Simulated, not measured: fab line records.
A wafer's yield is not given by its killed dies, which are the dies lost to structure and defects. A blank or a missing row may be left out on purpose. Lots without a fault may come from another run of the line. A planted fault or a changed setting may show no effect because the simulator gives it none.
Chamber matching :: flow n5 finfet :: rie diel-04 running N5_BEOL_M8_STRIP_19: 4 sister chambers
The step strips in O2. 4 wafers are shown with their chamber, then 9 later ones without.

## WAFERS PAIRED WITH THEIR CHAMBERS
wafer: L077.5
chamber: 1
showerhead plenum p Torr (Torr): 2.14

wafer: L084.6
chamber: 2
showerhead plenum p Torr (Torr): 2.00

wafer: L083.2
chamber: 3
showerhead plenum p Torr (Torr): 2.23

wafer: L083.6
chamber: 0
showerhead plenum p Torr (Torr): 2.10

## WAFERS WITH NO CHAMBER GIVEN
wafer: L092.1
showerhead plenum p Torr (Torr): 2.09

wafer: L092.2
showerhead plenum p Torr (Torr): 2.23

wafer: L092.6
showerhead plenum p Torr (Torr): 2.12

wafer: L094.1
showerhead plenum p Torr (Torr): 2.22

wafer: L094.2
showerhead plenum p Torr (Torr): 2.12

wafer: L094.5
showerhead plenum p Torr (Torr): 2.26

wafer: L096.2
showerhead plenum p Torr (Torr): 2.12

wafer: L096.4
showerhead plenum p Torr (Torr): 2.22

wafer: L096.5
showerhead plenum p Torr (Torr): 2.09

## EACH ONE'S CHAMBER
wafer: L092.1
from the rows above: 0
in truth: 0

wafer: L092.2
from the rows above: 3
in truth: 3

wafer: L092.6
from the rows above: can't be placed: 0 or 1
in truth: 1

wafer: L094.1
from the rows above: 3
in truth: 3

wafer: L094.2
from the rows above: can't be placed: 0 or 1
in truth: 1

wafer: L094.5
from the rows above: 3
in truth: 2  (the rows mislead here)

wafer: L096.2
from the rows above: can't be placed: 0 or 1
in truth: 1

wafer: L096.4
from the rows above: 3
in truth: 3

wafer: L096.5
from the rows above: 0
in truth: 0
Correctly placed: 5 of 9. Can't be placed from these rows: 3 (the true chamber is among the candidates in 3). Wrongly placed: 1.
How it was worked out, from the rows above alone: a wafer's distance from a chamber is the root of the sum, over the readings, of the square of ((its reading less the chamber's mean) divided by the reading's scatter). If the next closest chamber is less than 2 further off than the closest, the wafer can't be placed; otherwise it belongs to the closest. For every chamber, the mean is computed from those of its wafers that are shown. The scatter: with one shown wafer a chamber, the root of the mean of the squares of how far each hidden wafer lies from its nearest shown one.
